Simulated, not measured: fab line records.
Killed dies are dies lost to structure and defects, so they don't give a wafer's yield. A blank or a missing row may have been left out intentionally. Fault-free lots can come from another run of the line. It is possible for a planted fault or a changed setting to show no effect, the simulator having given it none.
Split-lot trial ; flow n5_finfet ; route with 1938 steps; 7 lots, 39 wafers read

## ON THE SPLIT
At N5_HKMG_FIN_ETCH_32 (etches SOC in N2/H2, target depth 240 nm, time 300 s), the setting source_w was moved away from the recipe's 840 W on 15 of the 39 wafers read, by -16.0% to +17.1%. For the rest of the wafers, this setting stayed at what the recipe calls for.

The reading is taken at the split's own step.

## THE READING
rf_vpp_V, in V, at N5_HKMG_FIN_ETCH_32 (etches SOC in N2/H2, target depth 240 nm, time 300 s). On this fab line, fault-free wafers typically give 524.7 V with a standard deviation of 2.5 V.

wafer;tool, chamber at the split;source_w as run, W;against the recipe;rf_vpp_V, V;against lot-mates on the recipe
L077.1;rie_diel-01, 0;840;recipe;525.5;-
L077.2;rie_diel-01, 2;793.3;-5.6%;536.5;+11.5
L077.3;rie_diel-01, 1;840;recipe;524.6;-
L077.4;rie_diel-01, 0;840;recipe;525.0;-
L077.5;rie_diel-01, 1;793.3;-5.6%;536.3;+11.3
L077.6;rie_diel-01, 2;793.3;-5.6%;535.4;+10.4
L079.1;rie_diel-03, 3;983.4;+17.1%;493.0;-32.3
L079.2;rie_diel-03, 0;983.4;+17.1%;500.3;-25.0
L079.3;rie_diel-03, 2;840;recipe;524.7;-
L079.4;rie_diel-03, 2;840;recipe;524.8;-
L079.5;rie_diel-03, 3;983.4;+17.1%;492.7;-32.6
L079.6;rie_diel-03, 0;840;recipe;526.5;-
L080.1;rie_diel-05, 2;705.2;-16.0%;560.0;+35.9
L080.2;rie_diel-05, 0;840;recipe;523.0;-
L080.3;rie_diel-05, 1;840;recipe;522.1;-
L080.4;rie_diel-05, 3;705.2;-16.0%;559.8;+35.7
L080.5;rie_diel-05, 3;840;recipe;527.1;-
L080.6;rie_diel-05, 0;705.2;-16.0%;553.7;+29.6
L084.1;rie_diel-03, 0;840;recipe;528.9;-
L084.2;rie_diel-03, 2;776.3;-7.6%;538.0;+14.5
L084.3;rie_diel-03, 3;840;recipe;520.7;-
L084.4;rie_diel-03, 3;840;recipe;520.8;-
L084.5;rie_diel-03, 0;776.3;-7.6%;541.9;+18.4
L084.6;rie_diel-03, 2;776.3;-7.6%;537.7;+14.2
L087.1;rie_diel-01, 0;840;recipe;524.5;-
L087.2;rie_diel-01, 2;840;recipe;526.0;-
L087.3;rie_diel-01, 3;840;recipe;526.5;-
L087.4;rie_diel-01, 1;840;recipe;524.1;-
L087.5;rie_diel-01, 1;840;recipe;525.7;-
L087.6;rie_diel-01, 0;840;recipe;525.3;-
L089.1;rie_diel-03, 2;983.5;+17.1%;497.8;-23.1
L089.2;rie_diel-03, 1;840;recipe;523.8;-
L089.3;rie_diel-03, 0;983.5;+17.1%;499.5;-21.4
L089.4;rie_diel-03, 3;840;recipe;520.1;-
L089.5;rie_diel-03, 3;840;recipe;518.7;-
L089.6;rie_diel-03, 2;983.5;+17.1%;498.2;-22.7
L097.1;rie_diel-03, 2;840;recipe;523.6;-
L097.4;rie_diel-03, 1;840;recipe;522.9;-
L097.5;rie_diel-03, 0;840;recipe;526.9;-

THE FIT
A straight line over all 39 wafers: rf_vpp_V changes by -1.78 V for each +1% of source_w; r = -0.98; the points scatter about the line by 3 V.
The same after taking each lot's own level away (the mean of its wafers on the recipe; 39 wafers): -1.75 V for each +1%; r = -0.98; scatter 3.2 V.
The reading moves by 30 V for the largest change in source_w, on that fit.
The lots' own levels span 520.87 to 525.35 V, that is 1.8 times the standard deviation above.
Consequently the slope shifts little with the lot-to-lot level, the two slopes agreeing.
Check: with one of the wafers moved furthest among these (+17.1%) left out of the fit, the line predicts -29.3 V for it against its lot-mates. Against them it came out at -23.1 V.
Tool readings at the split's step, against how far the setting was moved: rf_vpp_V r = -0.98.

## THE OTHER SPLITS THESE WAFERS WENT THROUGH
Other splits were also applied to these wafers ahead of the reading. Each is held against what the fit with the lots' levels taken away leaves over:
other split on the same wafers;wafers away from the commonest value;r with rf_vpp_V (lot level and that fit taken away)
N5_PMOS_HMC_CHANNEL_EPI_EPI_20 temp_c;12;+0.15
N5_DUMMY_GATE_ETCH_37 source_w;15;+0.14
N5_DUMMY_GATE_ETCH_31 target_depth_a;15;-0.01
N5_SD_EPI_P_EPI_21 pressure_torr;18;+0.18

## THE WHOLE CHAIN: every reading that the file lists as answering this split, in the file's order
step;what it does;reading;change (the file's fit);r (the file's)
N5_HKMG_FIN_ETCH_32;etches SOC in N2/H2, target depth 240 nm, time 300 s;rf_vpp_V;-1.74 V for each +1% of the setting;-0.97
N5_HKMG_FIN_ETCH_32;etches SOC in N2/H2, target depth 240 nm, time 300 s;etch.depth_nm (the simulator's own value, which no gauge read);+1.95 nm for each +1% of the setting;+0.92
N5_HKMG_FIN_ETCH_32;etches SOC in N2/H2, target depth 240 nm, time 300 s;HKMG_FIN.feature_depth_nm (the simulator's own value, which no gauge read);+1.95 nm for each +1% of the setting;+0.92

## FILE'S OWN FIT
rf_vpp_V changes by -1.74 V for each +1% of source_w, r = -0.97.
